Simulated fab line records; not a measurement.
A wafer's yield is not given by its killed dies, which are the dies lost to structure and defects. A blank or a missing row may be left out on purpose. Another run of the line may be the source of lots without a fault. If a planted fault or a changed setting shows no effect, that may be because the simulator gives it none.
Comparing a struck lot with a sound one ; flow n5 finfet ; 15 steps out of a route of 1938
Sound: these wafers, L343.4, L343.5, L343.6. Struck: wafers L333.1, L333.2, L333.6. The cause is given at the end.
At each step with rows: each side's tool, then ch and its chambers, then its first start. Under that, the readings that differ: sound wafers ; struck wafers ; difference of the means ; sigmas: that difference in standard deviations of wafers without a fault.
alike: same words and numbers on both sides, and readings whose means sit less than 2 such deviations apart. not compared: any withheld reading, any reading some wafer has no value for, any bound like >300 that may hide the same value, and any number with overlapping values for which the record gives no deviation.
Wherever a step has rows on one side only, a row that says differs or no value, or a row with sigmas, the two part there. Numbers that don't overlap but have no deviation are shown without sigmas and don't part them. Lack of a reading on every wafer of one side parts them only where that side has two or more wafers.

first, 6 steps without rows for these wafers: N5_BEOL_M6_COAT_22 (resist thk 30 nm); N5_BEOL_M6_EBR_24; N5_BEOL_M6_SOFTBAKE_23 (time 60 s); N5_BEOL_M6_EXPOSE_25 (exposes mask V5, target cd 40 nm); N5_BEOL_M6_PEB_26 (peb time 60 s); N5_BEOL_M6_DEVELOP_27 (develop time 30 s).
N5_BEOL_M6_CD_MEAS_28: target cd 40 nm.
  sound on cd sem-03 ch 0, day 12 15:38; struck on cd sem-02 ch 0, day 10 02:15
  alike: cd nm
N5_BEOL_M6_OVL_MEAS_29:
  sound on overlay-02 ch 0, day 12 15:41; struck on overlay-01 ch 0, day 10 02:17
  alike: V5_OVL
N5_BEOL_M6_INSPECT_30: inspects for defects (brightfield).
  sound on defect inspect-02, day 12 15:44; struck on defect inspect-02, day 10 02:20
  alike: raw defect count
N5_BEOL_M6_DESCUM_33: chemistry O2, time 7 s.
  sound on rie diel-01 ch 0,2,3, day 12 16:13; struck on rie diel-05 ch 0,1,3, day 10 02:57
  alike: drypump motor current A, o2 flow sccm, oes product au, rf fwd power W, rf vpp V, showerhead plenum p Torr, throttle valve pct
  not compared: rf hours counter h
N5_BEOL_M6_ETCH_72: etches underlayer in N2/H2, target depth 6.5 nm, time 5.2 s.
  sound on rie diel-01 ch 0,2,3, day 12 16:16; struck on rie diel-05 ch 0,1,3, day 10 02:59
reading;sound;struck;difference;sigmas
throttle valve pct (%);17.62 17.87 17.46;18.09 18.05 18.02;+0.40;+2
  alike: bias w, drypump motor current A, etch rf on time s, oes product au, rf fwd power W, rf vpp V, showerhead plenum p Torr
  not compared: rf hours counter h
N5_BEOL_M6_ETCH_65: etches SiARC in CF4, target depth 15.6 nm, time 26 s.
  sound on rie diel-01 ch 0,2,3, day 12 16:16; struck on rie diel-05 ch 0,1,3, day 10 03:01
  alike: bias w, drypump motor current A, etch rf on time s, oes product au, rf fwd power W, rf vpp V, showerhead plenum p Torr, throttle valve pct
  not compared: rf hours counter h
N5_BEOL_M6_ETCH_66: etches SOC in N2/H2, target depth 80 nm, overetch 16 nm, time 120 s.
  sound on rie diel-01 ch 0,2,3, day 12 16:18; struck on rie diel-05 ch 0,1,3, day 10 03:02
reading;sound;struck;difference;sigmas
bias w (W);150.5 149.4 150.6;125.8 126.1 125.3;-24.4;-60
rf vpp V (V);529.2 523.7 524.2;463.9 465.5 470.9;-58.9;-24
throttle valve pct (%);17.57 17.85 17.42;18.04 18.01 18.01;+0.41;+2
model.SiARC_of_BEOL_M6_COAT_64.thk nm (nm);6.4 6.6 6.4;7.8 7.4 7.8;+1.2;
  alike: drypump motor current A, oes product au, rf fwd power W, showerhead plenum p Torr
  not compared: rf hours counter h
then, 1 step without rows for these wafers: N5_BEOL_M6_STRIP_69 (strips in N2/H2).
-- record jumps: 4 days separate the struck wafers' starts on either side; left off in module BEOL_M6, taken up again in module PASSIVATION, whose first shown step is the route's number 1936 --
N5_PASSIVATION_PROBE_49:
  the record has rows for the struck wafers here (prober-02, day 14 08:26) and none for the sound ones

WHERE THEY PART
At N5_BEOL_M6_ETCH_72 first; at N5_PASSIVATION_PROBE_49 last (within this record only).

WHY: what had been put in by the simulator
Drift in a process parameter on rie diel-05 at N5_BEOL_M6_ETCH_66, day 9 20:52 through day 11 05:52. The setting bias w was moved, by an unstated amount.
